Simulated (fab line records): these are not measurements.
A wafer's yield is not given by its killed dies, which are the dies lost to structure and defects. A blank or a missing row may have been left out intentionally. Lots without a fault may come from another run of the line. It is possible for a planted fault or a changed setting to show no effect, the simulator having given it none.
Matching of chambers    flow nand_harc    NHARC_THIN_TSV_DEP_43 on pecvd-01 has 3 sister chambers
The step deposits SiO2, target thk 1328.5 nm. 20 wafers are shown with their chamber, then 10 later ones without.

## EACH WAFER AND ITS CHAMBER
wafer   chamber  throttle_valve_pct (%)
L575.1  2        16.1
L575.2  0        16.2
L575.5  0        16.1
L577.3  0        16.2
L577.4  0        16.3
L577.5  2        16.2
L578.2  0        16.2
L578.3  1        15.9
L578.5  1        15.9
L580.1  1        16.1
L580.3  2        16.0
L580.4  2        16.2
L581.3  1        16.1
L581.5  1        16.3
L581.6  2        16.7
L589.1  1        16.0
L589.4  1        16.0
L589.5  2        16.0
L592.2  2        16.2
L592.3  0        16.6

SIGNATURES (means of the wafers above)
reading             chamber 0  chamber 1  chamber 2  scatter within a chamber
throttle_valve_pct  16.267     16.043     16.200     0.19
Rule: a wafer's distance from a chamber is the root of the sum, over the readings, of the square of ((its reading less the chamber's mean) divided by the reading's scatter). If the next closest chamber is less than 2 further off than the closest, the wafer can't be placed; otherwise it belongs to the closest. The scatter: take each reading less its chamber's mean, square it, sum over the shown wafers, divide by the number of wafers less the number of chambers, and take the root.

## WAFERS WHOSE CHAMBER IS MISSING
wafer   throttle_valve_pct (%)
L592.6  15.9
L593.1  16.5
L593.3  16.6
L593.6  16.5
L594.3  16.1
L594.4  16.4
L594.5  16.8
L597.3  16.1
L597.5  16.2
L597.6  16.7

## WHICH CHAMBER EACH WENT THROUGH
wafer   from the rows above           in truth
L592.6  can't be placed: 1 or 2 or 0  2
L593.1  can't be placed: 0 or 2 or 1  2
L593.3  can't be placed: 0 or 2 or 1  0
L593.6  can't be placed: 0 or 2 or 1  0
L594.3  can't be placed: 1 or 2 or 0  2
L594.4  can't be placed: 0 or 2 or 1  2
L594.5  can't be placed: 0 or 2 or 1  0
L597.3  can't be placed: 1 or 2 or 0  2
L597.5  can't be placed: 2 or 0 or 1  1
L597.6  can't be placed: 0 or 2 or 1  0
Correct placement for 0 of the 10. Not placeable from these rows: 10 (in 10, the candidates include the true chamber). Wrongly placed: 0.
